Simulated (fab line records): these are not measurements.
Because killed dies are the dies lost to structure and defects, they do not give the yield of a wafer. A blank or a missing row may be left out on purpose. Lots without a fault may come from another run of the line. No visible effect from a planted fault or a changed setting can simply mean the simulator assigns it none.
A lot that was struck, set against a sound lot | flow nand_harc | 40 out of 1302 route steps
Sound: the wafers L239.1, L239.2, L239.5. The struck wafers were L249.2, L249.3, L249.4. At the end, the cause is stated.
Per side, at each step with rows, come the tool, then ch with its chambers, and then its first start. Under that, the readings that differ: sound wafers | struck wafers | difference of the means | sigmas: that difference in standard deviations of wafers without a fault.
alike: words and numbers the same on both sides, and readings whose means are apart by under 2 such deviations; not compared: readings that were withheld, readings missing a value for some wafer, numbers with overlapping values and no deviation given by the record, and bounds like >300 which may hide the same value.
Wherever a step has rows on one side only, a row that says differs or no value, or a row with sigmas, the two part there. When numbers do not overlap yet have no deviation, they are printed without sigmas and do not part them. A reading that every wafer of one side lacks parts them only if that side has two wafers or more.

first, 3 steps without rows for these wafers: NHARC_THIN_TSV_DESCUM_14 (chemistry O2, time 3 s); NHARC_THIN_TSV_ETCH_44 (etches the open film in CF4/O2, target depth 1594.2 nm, time 797.1 s); NHARC_THIN_TSV_ETCH_15 (target depth 3000 nm, bosch target overetch cycles 2, bosch etch step 2.8 s).
NHARC_THIN_TSV_CD_MEAS_16:
  struck on cd_sem-03, day 30 14:59; sound on cd_sem-03, day 26 15:04
  alike: cd_nm
then, 5 steps without rows for these wafers: NHARC_THIN_TSV_STRIP_45 (strips in O2); NHARC_THIN_TSV_STRIP_46 (strips in post etch residue remover, time 1200 s); NHARC_THIN_TSV_DEP_47 (deposits SiO2, target thk 200 nm); NHARC_THIN_TSV_ETCHBACK_48 (etches the open film in C4F8/Ar, target depth 1028.5 nm, time 405.17 s); NHARC_THIN_TSV_STRIP_62 (strips in N2/H2, time 20 s).
NHARC_THIN_TSV_DEGAS_49: time 120 s.
  struck on pvd_sputter-03, day 30 16:47; sound on pvd_sputter-03, day 26 16:52
  alike: heater_power_w
then, 1 step without rows for these wafers: NHARC_THIN_TSV_PRE_CLEAN_50 (time 30 s).
NHARC_THIN_TSV_PVD_19: deposits TaN, target thk 20 nm.
  sound on pvd_sputter-03; struck on pvd_sputter-03
  alike: chamber_pressure_pa, throttle_valve_pct
NHARC_THIN_TSV_PVD_51: deposits Cu, target thk 100 nm.
  struck on pvd_sputter-03, day 30 17:05; sound on pvd_sputter-03, day 26 17:08
  alike: chamber_pressure_pa, throttle_valve_pct
then, 1 step without rows for these wafers: NHARC_THIN_TSV_ECD_20 (material Cu, target thk 2000 nm).
NHARC_THIN_TSV_ANNEAL_52: time 90 s.
  sound on rtp_anneal-01 ch 0, day 26 18:03; struck on rtp_anneal-01 ch 0, day 30 18:10
  alike: wafer_temp_C_max
NHARC_THIN_TSV_CMP_21: polishes, t overpolish 30 s, target thk 2000 nm.
  sound on cmp-01 ch 1,2, day 26 18:26; struck on cmp-01 ch 0,1,2, day 30 18:28
  alike: motor_current_A, overpolish_run_s
then, 13 steps without rows for these wafers: NHARC_THIN_TSV_SRD_23; NHARC_THIN_TSV_DEGAS_53 (time 60 s); NHARC_THIN_TSV_PRE_CLEAN_54 (time 30 s); NHARC_THIN_TSV_PVD_55 (deposits TiN, target thk 50 nm); NHARC_THIN_TSV_PVD_24 (deposits Al, target thk 800 nm); NHARC_THIN_TSV_DEHYDRATE_25 (time 120 s); NHARC_THIN_TSV_HMDS_26 (time 30 s); NHARC_THIN_TSV_COAT_27; NHARC_THIN_TSV_SOFTBAKE_28 (time 95 s); NHARC_THIN_TSV_EBR_29; NHARC_THIN_TSV_EXPOSE_30 (exposes mask PAD); NHARC_THIN_TSV_PEB_31 (peb time 85 s); NHARC_THIN_TSV_DEVELOP_32 (time 70 s).
NHARC_THIN_TSV_CD_MEAS_33: target cd 5000 nm.
  sound on cd_sem-01 ch 0, day 26 20:01; struck on cd_sem-02 ch 0, day 30 20:05
  alike: cd_nm
then, 4 steps without rows for these wafers: NHARC_THIN_TSV_HARDBAKE_34 (time 80 s); NHARC_THIN_TSV_DESCUM_35 (chemistry O2, time 3 s); NHARC_THIN_TSV_ETCH_59 (etches the open film in Cl2/BCl3, target depth 880 nm, time 138.1 s); NHARC_THIN_TSV_ETCH_36 (etches the open film in Cl2/BCl3, target depth 65 nm, time 18.571 s).
NHARC_THIN_TSV_STRIP_56: strips in O2.
  sound on plasma_asher-01 ch 0,1, day 26 20:39; struck on plasma_asher-02 ch 0,1, day 30 20:44
  alike: drypump_motor_current_A, heater_power_w
  not compared: rf_hours_counter_h
then, 1 step without rows for these wafers: NHARC_THIN_TSV_STRIP_57 (strips in post etch residue remover, time 1200 s).
NHARC_THIN_TSV_CD_MEAS_37:
  struck on cd_sem-02, day 30 21:32; sound on cd_sem-01, day 26 21:26
  alike: cd_nm
then, 1 step without rows for these wafers: NHARC_THIN_TSV_ANNEAL_58 (time 1800 s).
NHARC_END_WLT_00:
  struck on prober-02, day 31 02:42; sound on prober-01, day 27 04:25
  alike: VT_DECK1_BOTTOM, VT_DECK1_BOTTOM_INNER, VT_DECK1_MEDIAN_NEAR_BOTTOM, VT_DECK1_MEDIAN_NEAR_BOTTOM_INNER, VT_DECK1_MIDDLE, VT_DECK1_MIDDLE_INNER, VT_DECK1_TOP, VT_DECK1_TOP_INNER, VT_DECK2_BOTTOM, VT_DECK2_BOTTOM_INNER, VT_DECK2_MEDIAN_NEAR_BOTTOM, VT_DECK2_MEDIAN_NEAR_BOTTOM_INNER, VT_DECK2_MIDDLE, VT_DECK2_MIDDLE_INNER, VT_DECK2_TOP, VT_DECK2_TOP_INNER
NHARC_END_SORT_01:
  the record has rows for the struck wafers here (prober-02 ch 0, day 31 05:58) and none for the sound ones

## WHERE THEY PART
NHARC_END_SORT_01 only, going by this record.

WHY: what the simulator had put in
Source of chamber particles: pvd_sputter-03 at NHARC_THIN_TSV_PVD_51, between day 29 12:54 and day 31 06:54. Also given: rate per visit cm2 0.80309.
